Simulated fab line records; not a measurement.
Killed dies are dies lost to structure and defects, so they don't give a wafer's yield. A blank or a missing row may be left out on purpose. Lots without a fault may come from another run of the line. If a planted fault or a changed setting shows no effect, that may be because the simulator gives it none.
fab line records | flow n5-finfet | part 1 of 2: steps 1 to 19 of 28
record: lots: 5 wafers: 15 last-day: 18
route steps=1938 shown SDB@349
lots that met no fault: from a run of the same line without faults
start-h: hours from the record's first day to the start of the lot's first wafer shown | wait-h: hours from the lot's prior step to this one | " same as the row above | L1.1+2: one row covering several wafers at once | - value missing, or start not given | * or withheld: withheld | < > ~ a bound
route shown NAME@n: names a module that has steps shown in the file, with the first one's number in the route | usual: mean and standard deviation over wafers with no fault | same: alike in all rows | chamber/n: place in a boat | sites: per-site readings | _std_site: the values' standard deviation | _edge_site: mean of outer sites minus mean of inner sites | radius-mm: for every site, how far away it sits from the centre of the wafer | mask NAME#n: copy n | behind: the last tool/chamber to shape the wafer | hold: cause of the lot's hold/its duration in hours/its outcome | device: names the non-switching transistor (n, p or np) | end of line: tests run on the same wafers once the route is complete | a step with no rows: only its recipe | killed: the dies lost at the first sort to structure and to defects; this is not the yield of the wafer | map: the dies of a wafer, with x for killed, . for not killed, _ for no die there
set.NAME: the setting as run; set.NAME@STEP: as run at that earlier step | model.NAME: the simulator's own value behind a step, which no gauge read
a table for each step, a row for each wafer; lots at some steps of the route
services: from which hour (start-h, from the record's first day; less than 0 if before it) a tool's chamber was out of use, for how many hours, and why
== steps ==
step: N5_SDB_COAT_04
recipe: resist: SiARC temp-c: 220 time-s: 60 spin-rpm: 1500 resist-thk-nm: 18
usual: spin-speed-rpm: 1500.1/0.94
columns lot.wafer tool chamber start-h wait-h spin-speed-rpm
L085.1 litho-track-01 0 - - 1499.8
L085.2 " 0 " " 1499.5
L085.3 " 0 " " 1499.4
L088.1 litho-track-01 0 - - 1501.2
L088.5 " 0 " " 1500.5
L088.6 " 0 " " 1500.3
L089.2 litho-track-03 0 - - 1499.9
L089.3 " 0 " " 1501.4
L089.4 " 0 " " 1500.3
L090.1 litho-track-05 0 - - 1501.0
L090.2 " 0 " " 1500.5
L090.6 " 0 " " 1500.0
L094.3 litho-track-01 0 - - 1500.5
L094.4 " 0 " " 1499.3
L094.6 " 0 " " 1499.7
step: N5_SDB_COAT_05
recipe: resist: CAR-ArF spin-rpm: 1500 resist-thk-nm: 90
usual: spin-speed-rpm: 1500.0/0.87
columns lot.wafer tool chamber start-h wait-h spin-speed-rpm
L085.1 litho-track-01 0 - - 1500.1
L085.2 " 0 " " 1501.6
L085.3 " 0 " " 1499.9
L088.1 litho-track-01 0 - - 1499.2
L088.5 " 0 " " 1499.7
L088.6 " 0 " " 1498.7
L089.2 litho-track-03 0 - - 1497.7
L089.3 " 0 " " 1498.8
L089.4 " 0 " " 1498.5
L090.1 litho-track-05 0 - - 1500.9
L090.2 " 0 " " 1501.0
L090.6 " 0 " " 1500.4
L094.3 litho-track-01 0 - - 1500.6
L094.4 " 0 " " 1500.2
L094.6 " 0 " " 1501.0
step: N5_SDB_EBR_07
recipe: solvent: PGMEA ebr-width-mm: 1.5
columns lot.wafer tool chamber start-h wait-h
L085.1+2+3 litho-track-01 0 - -
L088.1+5+6 litho-track-01 0 - -
L089.2+3+4 litho-track-03 0 - -
L090.1+2+6 litho-track-05 0 - -
L094.3+4+6 litho-track-01 0 - -
step: N5_SDB_SOFTBAKE_06
recipe: temp-c: 110 time-s: 60 resist: CAR-ArF
columns lot.wafer tool chamber start-h wait-h
L085.1+2+3 litho-track-01 0 - -
L088.1+5+6 litho-track-01 0 - -
L089.2+3+4 litho-track-03 0 - -
L090.1+2+6 litho-track-05 0 - -
L094.3+4+6 litho-track-01 0 - -
step: N5_SDB_EXPOSE_08
recipe: mask-id: SDB na: 1.35 source-shape: conventional sigma-outer: 0.5 polarization: unpolarized dose-mj: 49.6
columns lot.wafer tool chamber start-h wait-h mask
L085.1+2+3 arfi-scanner-03 0 134.96 - SDB#0
L088.1+5+6 arfi-scanner-02 0 153.83 - SDB#0
L089.2+3+4 arfi-scanner-01 0 155.58 - SDB#0
L090.1+2+6 arfi-scanner-02 0 161.00 - SDB#0
L094.3+4+6 arfi-scanner-01 0 186.96 - SDB#0
step: N5_SDB_PEB_09
recipe: peb-temp-c: withheld peb-time-s: 60 resist: CAR-ArF
columns lot.wafer tool chamber start-h wait-h
L085.1+2+3 litho-track-05 0 135.02 0.1
L088.1+5+6 litho-track-01 0 153.89 0.1
L089.2+3+4 litho-track-05 0 155.63 0.0
L090.1+2+6 litho-track-05 0 161.05 0.1
L094.3+4+6 litho-track-01 0 187.01 0.0
step: N5_SDB_DEVELOP_10
recipe: develop-time-s: 30 developer: TMAH resist: CAR-ArF rinse-liquid: diw dry: air-spin dev-temp-c: 23
columns lot.wafer tool chamber start-h wait-h
L085.1+2+3 litho-track-05 0 - -
L088.1+5+6 litho-track-01 0 - -
L089.2+3+4 litho-track-05 0 - -
L090.1+2+6 litho-track-05 0 - -
L094.3+4+6 litho-track-01 0 - -
step: N5_SDB_CD_MEAS_11
recipe: target-cd-nm: 50 landing-energy-ev: 500 detector: se-inlens polarity: opening
usual: cd-nm: 49.8/1
columns lot.wafer tool chamber start-h wait-h cd-nm
L085.1 cd-sem-01 0 135.09 - 49.2
L085.2 " 0 " " 50.2
L085.3 " 0 " " 49.8
L088.1 cd-sem-01 0 153.96 - 50.9
L088.5 " 0 " " 50.9
L088.6 " 0 " " 51.8
L089.2 cd-sem-03 0 155.70 - 49.4
L089.3 " 0 " " 49.9
L089.4 " 0 " " 48.6
L090.1 cd-sem-01 0 161.12 - 49.6
L090.2 " 0 " " 50.3
L090.6 " 0 " " 50.5
L094.3 cd-sem-03 0 187.08 - 48.4
L094.4 " 0 " " 49.4
L094.6 " 0 " " 50.4
step: N5_SDB_OVL_MEAS_12
recipe: points-per-wafer: 44
usual: SDB_OVL: 0.3/0.71
columns lot.wafer tool chamber start-h wait-h SDB_OVL[nm]
L085.1 overlay-01 0 135.12 0.0 -0.2
L085.2 " 0 " " 1.2
L085.3 " 0 " " 0.1
L088.1 overlay-01 0 153.99 0.0 1.1
L088.5 " 0 " " 2.0
L088.6 " 0 " " 0.8
L089.2 overlay-02 0 155.73 0.0 1.0
L089.3 " 0 " " 1.1
L089.4 " 0 " " 0.2
L090.1 overlay-02 0 161.15 0.0 0.0
L090.2 " 0 " " 0.3
L090.6 " 0 " " -0.2
L094.3 overlay-02 0 187.11 0.0 -1.3
L094.4 " 0 " " -0.8
L094.6 " 0 " " -1.0
step: N5_SDB_INSPECT_13
recipe: mode: adi inspect-instrument: brightfield
usual: raw-defect-count: 72/30
columns lot.wafer tool chamber start-h wait-h raw-defect-count
L085.1 defect-inspect-01 - 135.14 0.0 71
L085.2 " - " " 52
L085.3 " - " " 45
L088.1 defect-inspect-01 - 154.01 0.0 171
L088.5 " - " " 91
L088.6 " - " " 179
L089.2 defect-inspect-01 - 155.76 0.0 63
L089.3 " - " " 84
L089.4 " - " " 73
L090.1 defect-inspect-01 - 161.18 0.0 97
L090.2 " - " " 46
L090.6 " - " " 46
L094.3 defect-inspect-01 - 187.13 0.0 139
L094.4 " - " " 89
L094.6 " - " " 90
step: N5_SDB_DESCUM_16
recipe: chemistry: O2 time-s: 7.9 source-power-w: 50 bias-power-w: 20 pressure-mtorr: 20 rf-frequency-hz: 2.712e+07 temp-c: 40 resist: CAR-ArF o2-flow-sccm: 225
usual: drypump-motor-current-A: 5.7/0.39 oes-product-au: 0.74/0.049 rf-vpp-V: 243.2/1.4 showerhead-plenum-p-Torr: 2.10/0.088 temp-c: 39.98/0.12 throttle-valve-pct: 20.51/0.27
columns lot.wafer tool chamber start-h wait-h drypump-motor-current-A oes-product-au rf-hours-counter-h rf-vpp-V showerhead-plenum-p-Torr temp-c throttle-valve-pct
L085.1 rie-diel-04 0 135.55 0.4 5.6 0.82 69 242.0 2.03 39.91 20.04
L085.2 " 3 " " 5.7 0.71 197 243.7 2.17 39.85 20.78
L085.3 " 2 " " 6.1 0.75 175 242.3 1.99 40.07 20.28
L088.1 rie-diel-05 2 154.04 0.0 5.5 0.74 187 245.5 2.19 39.95 20.45
L088.5 " 3 " " 6.1 0.77 - 242.2 2.08 40.15 20.43
L088.6 " 2 " " 5.5 0.75 - 243.7 2.19 39.97 20.45
L089.2 rie-diel-05 2 156.02 0.3 5.6 0.74 188 244.2 2.19 39.95 20.43
L089.3 " 1 " " 6.6 0.68 224 242.0 1.97 39.84 20.55
L089.4 " 3 " " 6.1 0.76 153 241.9 2.08 40.01 20.44
L090.1 rie-diel-02 0 161.21 0.0 5.8 0.70 236 242.1 1.98 39.90 20.43
L090.2 " 3 " " 4.9 0.72 208 242.7 2.05 39.89 20.31
L090.6 " 2 " " 6.4 0.84 - 245.5 2.23 40.05 20.45
L094.3 rie-diel-04 3 187.16 0.0 5.7 0.69 216 244.3 2.16 39.81 20.82
L094.4 " 0 " " 5.6 0.80 86 242.6 2.03 39.94 20.10
L094.6 " 3 " " 5.7 0.69 - 243.6 2.16 39.84 20.81
step: N5_SDB_ETCH_17
recipe: chemistry: CF4 target: SiARC target-depth-a: 234 mask-material: CAR-ArF time-s: 39 ion-energy-ev: 80 pressure-mtorr: 40 source-w: 545 bias-w: 36 Ar_flow_sccm: 100 cf4-flow-sccm: 100 ends: cleared
usual: bias-w: 36.00/0.11 drypump-motor-current-A: 5.7/0.39 etch-rf-on-time-s: 39.7/1.2 oes-product-au: 0.63/0.044 rf-vpp-V: 184.1/1.3 showerhead-plenum-p-Torr: 2.14/0.078 throttle-valve-pct: 15.69/0.26
columns lot.wafer tool chamber start-h wait-h bias-w drypump-motor-current-A etch-rf-on-time-s oes-product-au rf-hours-counter-h rf-vpp-V showerhead-plenum-p-Torr throttle-valve-pct
L085.1 rie-diel-04 0 135.58 0.0 35.98 5.6 39.5 0.69 69 183.6 2.09 15.29
L085.2 " 3 " " 36.28 5.7 39.2 0.60 197 185.8 2.21 16.00
L085.3 " 2 " " 36.14 6.1 39.1 0.64 175 180.6 2.05 15.47
L088.1 rie-diel-05 2 154.08 0.0 36.11 5.5 39.2 0.63 187 184.8 2.21 15.47
L088.5 " 3 " " 35.89 6.1 38.8 0.66 - 185.2 2.14 15.71
L088.6 " 2 " " 36.10 5.5 39.3 0.63 - 184.7 2.21 15.47
L089.2 rie-diel-05 2 156.05 0.0 35.75 5.5 39.0 0.63 188 185.3 2.21 15.49
L089.3 " 1 " " 36.01 6.5 41.4 0.57 224 183.5 2.03 15.84
L089.4 " 3 " " 35.87 6.1 38.8 0.66 153 186.1 2.14 15.71
L090.1 rie-diel-02 0 161.25 0.0 36.27 5.8 40.9 0.59 236 182.3 2.03 15.62
L090.2 " 3 " " 36.15 4.9 37.7 0.61 208 183.7 2.12 15.70
L090.6 " 2 " " 35.95 6.4 37.9 0.73 - 186.0 2.27 15.50
L094.3 rie-diel-04 3 187.20 0.0 35.88 5.7 39.7 0.59 216 186.0 2.20 16.03
L094.4 " 0 " " 35.93 5.6 38.9 0.69 86 181.9 2.09 15.32
L094.6 " 3 " " 35.82 5.7 39.8 0.59 - 185.1 2.20 16.02
step: N5_SDB_ETCH_18
recipe: chemistry: N2/H2 target: SOC target-depth-a: 1000 overetch-a: 200 mask-material: SiARC temp-c: 40 time-s: 150 ion-energy-ev: 200 pressure-mtorr: 30 source-w: 840 bias-w: 150 n2-flow-sccm: 200 h2-flow-sccm: 200
usual: bias-w: 150.0/0.42 drypump-motor-current-A: 5.7/0.39 oes-product-au: 0.67/0.04 rf-vpp-V: 523.8/2.8 showerhead-plenum-p-Torr: 2.55/0.1 temp-c: 40.01/0.1 throttle-valve-pct: 17.91/0.29
columns lot.wafer tool chamber start-h wait-h bias-w drypump-motor-current-A oes-product-au rf-hours-counter-h rf-vpp-V showerhead-plenum-p-Torr temp-c throttle-valve-pct
L085.1 rie-diel-04 0 135.62 0.0 149.8 5.6 0.73 69 523.4 2.45 40.01 17.30
L085.2 " 3 " " 150.5 5.7 0.64 197 525.5 2.65 39.94 18.25
L085.3 " 2 " " 150.3 6.1 0.68 175 520.6 2.44 40.15 17.84
L088.1 rie-diel-05 2 154.11 0.0 150.7 5.5 0.66 187 526.7 2.65 40.16 17.83
L088.5 " 3 " " 150.3 6.1 0.68 - 522.8 2.53 40.05 17.82
L088.6 " 2 " " 150.7 5.5 0.66 - 526.4 2.65 40.24 17.83
L089.2 rie-diel-05 2 156.09 0.0 150.0 5.5 0.66 188 525.8 2.65 39.88 17.83
L089.3 " 1 " " 150.7 6.5 0.61 224 521.5 2.39 40.04 18.02
L089.4 " 3 " " 149.7 6.1 0.68 153 523.9 2.53 40.13 17.81
L090.1 rie-diel-02 0 161.28 0.0 149.5 5.8 0.63 236 518.9 2.39 39.95 17.77
L090.2 " 3 " " 150.1 4.9 0.63 208 525.4 2.53 39.97 17.95
L090.6 " 2 " " 150.4 6.4 0.75 - 528.9 2.70 40.17 17.75
L094.3 rie-diel-04 3 187.23 0.0 150.3 5.7 0.63 216 527.1 2.64 39.90 18.27
L094.4 " 0 " " 149.9 5.6 0.72 86 522.4 2.44 40.06 17.32
L094.6 " 3 " " 150.4 5.8 0.62 - 525.7 2.64 39.99 18.29
step: N5_SDB_STRIP_19
recipe: chemistry: N2/H2 temp-c: 40 n2-flow-sccm: 200 h2-flow-sccm: 200 rf-frequency-hz: 6e+07
columns lot.wafer tool chamber start-h wait-h
L085.1+2+3 rie-diel-04 0,3,2 135.75 0.1
L088.1+5+6 rie-diel-05 2,3,2 154.24 0.1
L089.2+3+4 rie-diel-05 2,1,3 156.21 0.1
L090.1+2+6 rie-diel-02 0,3,2 161.41 0.1
L094.3+4+6 rie-diel-04 3,0,3 187.36 0.1
step: N5_SDB_STRIP_21
recipe: chemistry: CF4 resist: SiARC power-w: 300 bias-power-w: 75 pressure-mtorr: 50 cf4-flow-sccm: 150 rf-frequency-hz: 6e+07
usual: drypump-motor-current-A: 5.7/0.39 oes-product-au: 0.74/0.043 rf-vpp-V: 271.1/1.7 showerhead-plenum-p-Torr: 1.79/0.066 throttle-valve-pct: 13.68/0.25
columns lot.wafer tool chamber start-h wait-h drypump-motor-current-A oes-product-au rf-hours-counter-h rf-vpp-V showerhead-plenum-p-Torr throttle-valve-pct
L085.1 rie-diel-04 0 135.76 0.0 5.6 0.81 69 270.0 1.76 13.31
L085.2 " 3 " " 5.7 0.70 197 271.0 1.85 14.00
L085.3 " 2 " " 6.0 0.74 175 270.8 1.70 13.42
L088.1 rie-diel-05 2 154.25 0.0 5.5 0.73 187 272.2 1.86 13.52
L088.5 " 3 " " 6.1 0.76 - 270.1 1.80 13.71
L088.6 " 2 " " 5.5 0.73 - 273.2 1.86 13.51
L089.2 rie-diel-05 2 156.22 0.0 5.5 0.73 188 272.8 1.86 13.50
L089.3 " 1 " " 6.5 0.68 224 267.5 1.70 13.80
L089.4 " 3 " " 6.1 0.76 153 270.5 1.80 13.70
L090.1 rie-diel-02 0 161.42 0.0 5.8 0.70 236 269.4 1.70 13.62
L090.2 " 3 " " 4.9 0.71 208 271.6 1.79 13.77
L090.6 " 2 " " 6.4 0.82 - 270.9 1.90 13.46
L094.3 rie-diel-04 3 187.37 0.0 5.7 0.69 216 272.6 1.84 14.02
L094.4 " 0 " " 5.6 0.78 86 268.6 1.76 13.33
L094.6 " 3 " " 5.7 0.69 - 272.7 1.84 14.02
step: N5_SDB_HM_OPEN_20
recipe: chemistry: CH3F/O2 target: SiNx mask-material: SOC target-depth-a: 240 stop-on: poly-Si over-etch-frac: 0.4 ion-energy-ev: 120 pressure-mtorr: 30 source-w: 395 bias-w: 73 Ar_flow_sccm: 150 CH3F_flow_sccm: 30 O2_flow_sccm: 20
usual: bias-w: 73.02/0.23 drypump-motor-current-A: 5.7/0.39 oes_ar_750_au: 0.74/0.046 oes-product-au: 0.61/0.036 rf-vpp-V: 298/5.4 showerhead-plenum-p-Torr: 2.00/0.076 throttle-valve-pct: 16.41/0.27
columns lot.wafer tool chamber start-h wait-h bias-w drypump-motor-current-A oes_ar_750_au oes-product-au rf-hours-counter-h rf-vpp-V showerhead-plenum-p-Torr throttle-valve-pct
L085.1 rie-diel-04 0 135.78 0.0 72.93 5.6 0.79 0.66 69 289 1.94 15.93
L085.2 " 3 " " 72.70 5.7 0.71 0.58 197 298 2.07 16.72
L085.3 " 2 " " 73.23 6.0 0.75 0.62 175 293 1.92 16.24
L088.1 rie-diel-05 2 154.27 0.0 72.85 5.6 0.74 0.59 187 300 2.06 16.15
L088.5 " 3 " " 73.06 6.1 0.77 0.62 - 300 2.00 16.42
L088.6 " 2 " " 72.80 5.5 0.74 0.60 - 299 2.06 16.15
L089.2 rie-diel-05 2 156.24 0.0 73.00 5.5 0.73 0.61 188 299 2.06 16.16
L089.3 " 1 " " 73.13 6.5 0.69 0.57 224 299 1.90 16.62
L089.4 " 3 " " 73.42 6.1 0.77 0.63 153 300 2.00 16.42
L090.1 rie-diel-02 0 161.44 0.0 72.81 5.8 0.70 0.58 236 299 1.89 16.36
L090.2 " 3 " " 72.86 4.9 0.71 0.58 208 307 1.97 16.33
L090.6 " 2 " " 73.15 6.4 0.85 0.69 - 305 2.12 16.24
L094.3 rie-diel-04 3 187.39 0.0 72.95 5.7 0.70 0.58 216 299 2.06 16.76
L094.4 " 0 " " 72.76 5.6 0.79 0.65 86 287 1.93 15.97
L094.6 " 3 " " 73.03 5.7 0.70 0.59 - 298 2.06 16.74
step: N5_SDB_STRIP_22
recipe: chemistry: N2/H2 power-w: 1000 temp-c: 250 h2-frac: 0.65 overash-fraction: 0.3 pressure-mtorr: withheld n2-flow-sccm: 1750 h2-flow-sccm: 3250
usual: drypump-motor-current-A: 5.85/0.23 heater-power-w: 334/25 oes-product-au: 0.715/0.005 strip-time-to-endpoint-s: 96.7/0.47 temp-c: 250.01/0.16
columns lot.wafer tool chamber start-h wait-h drypump-motor-current-A heater-power-w oes-product-au rf-hours-counter-h strip-time-to-endpoint-s temp-c
L085.1 plasma-asher-01 1 135.86 0.1 5.65 308 0.723 94 96.7 249.96
L085.2 " 0 " " 5.83 323 0.712 94 96.7 250.04
L085.3 " 0 " " 5.87 323 0.720 - 96.7 249.98
L088.1 plasma-asher-02 0 154.35 0.1 6.25 337 0.717 55 97.0 249.81
L088.5 " 0 " " 6.25 332 0.711 - 97.0 249.88
L088.6 " 1 " " 5.68 373 0.724 - 97.1 250.05
L089.2 plasma-asher-01 1 156.50 0.2 5.66 309 0.713 97 96.3 249.85
L089.3 " 1 " " 5.66 315 0.710 - 96.8 249.85
L089.4 " 0 " " 5.89 324 0.707 - 96.1 250.22
L090.1 plasma-asher-01 0 161.52 0.1 5.86 327 0.717 98 97.2 249.80
L090.2 " 1 " " 5.65 307 0.719 98 96.2 250.01
L090.6 " 0 " " 5.87 329 0.715 - 96.3 249.94
L094.3 plasma-asher-02 1 187.51 0.1 5.68 380 0.719 - 96.7 249.93
L094.4 " 0 " " 6.23 329 0.718 - 96.1 250.14
L094.6 " 0 " " 6.24 330 0.722 - 96.9 250.21
step: N5_SDB_PRECLEAN_23
recipe: chemistry: dHF time-s: 30 temp-c: 25 dilution: withheld
usual: temp-c: 25.01/0.1
columns lot.wafer tool chamber start-h wait-h temp-c
L085.1 wet-bench-06 4 136.01 0.1 24.97
L085.2 " 1 " " 24.97
L085.3 " 3 " " 24.98
L088.1 wet-bench-05 1 154.50 0.1 25.07
L088.5 " 5 " " 24.84
L088.6 " 2 " " 25.07
L089.2 wet-bench-02 1 156.65 0.1 24.95
L089.3 " 3 " " 25.09
L089.4 " 0 " " 24.97
L090.1 wet-bench-06 3 161.67 0.1 25.01
L090.2 " 0 " " 25.04
L090.6 " 2 " " 24.96
L094.3 wet-bench-06 1 187.62 0.1 25.04
L094.4 " 2 " " 25.09
L094.6 " 4 " " 25.01
step: N5_SDB_DUMMY_REMOVE_24
recipe: chemistry: TMAH temp-c: 70 target: poly-Si stop-on: SiO2 target-depth-nm: 142 conc-wt-pct: 5 time-s: 57 dry: ipa-marangoni rinse-time-s: 30 rinse-temp-c: 23
usual: temp-c: 70.03/0.13
columns lot.wafer tool chamber start-h wait-h temp-c
L085.1 wet-bench-06 4 136.02 0.0 70.05
L085.2 " 1 " " 69.76
L085.3 " 3 " " 70.03
L088.1 wet-bench-05 1 154.51 0.0 69.83
L088.5 " 5 " " 70.00
L088.6 " 2 " " 69.94
L089.2 wet-bench-02 1 156.66 0.0 70.03
L089.3 " 3 " " 69.87
L089.4 " 0 " " 69.93
L090.1 wet-bench-06 3 161.68 0.0 70.10
L090.2 " 0 " " 70.18
L090.6 " 2 " " 70.03
L094.3 wet-bench-06 1 187.63 0.0 69.91
L094.4 " 2 " " 70.20
L094.6 " 4 " " 70.02
